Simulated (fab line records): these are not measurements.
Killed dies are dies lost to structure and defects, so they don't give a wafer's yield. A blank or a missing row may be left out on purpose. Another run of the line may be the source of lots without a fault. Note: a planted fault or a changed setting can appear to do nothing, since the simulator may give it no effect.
Chamber matching -- flow nand-harc -- NHARC_A_M1_PRE_CLEAN_32 on pecvd-02 has 3 sister chambers
The step time 12 s. 3 wafers are shown with their chamber, then 9 later ones without.

WAFERS WITH THEIR CHAMBER
wafer,chamber,heater-power-w (W)
L084.6,2,623
L095.1,0,680
L095.4,1,612

WAFERS MISSING THEIR CHAMBER
wafer,heater-power-w (W)
L094.2,626
L094.4,639
L094.5,699
L096.1,588
L096.3,719
L096.6,679
L097.1,551
L097.2,735
L097.5,553

EACH ONE'S CHAMBER
wafer,from the rows above,in truth
L094.2,can't be placed: 2 or 1 or 0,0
L094.4,can't be placed: 2 or 1 or 0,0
L094.5,can't be placed: 0 or 2 or 1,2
L096.1,can't be placed: 1 or 2 or 0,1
L096.3,can't be placed: 0 or 2 or 1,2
L096.6,can't be placed: 0 or 2 or 1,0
L097.1,can't be placed: 1 or 2 or 0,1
L097.2,can't be placed: 0 or 2 or 1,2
L097.5,can't be placed: 1 or 2 or 0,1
Correct placement for 0 of the 9. From these rows, 9 cannot be placed; in 9 the true chamber is one of the candidates. Wrongly placed: 0.
How it was worked out, from the rows above alone: a wafer's distance from a chamber is the root of the sum, over the readings, of the square of ((its reading less the chamber's mean) divided by the reading's scatter). The wafer belongs to the nearest chamber; if the next one is less than 2 further off, it can't be placed. A chamber's mean is the mean of its shown wafers. The scatter (one wafer shown for each chamber): square how far every hidden wafer sits from the nearest shown wafer, average those squares and take the square root.
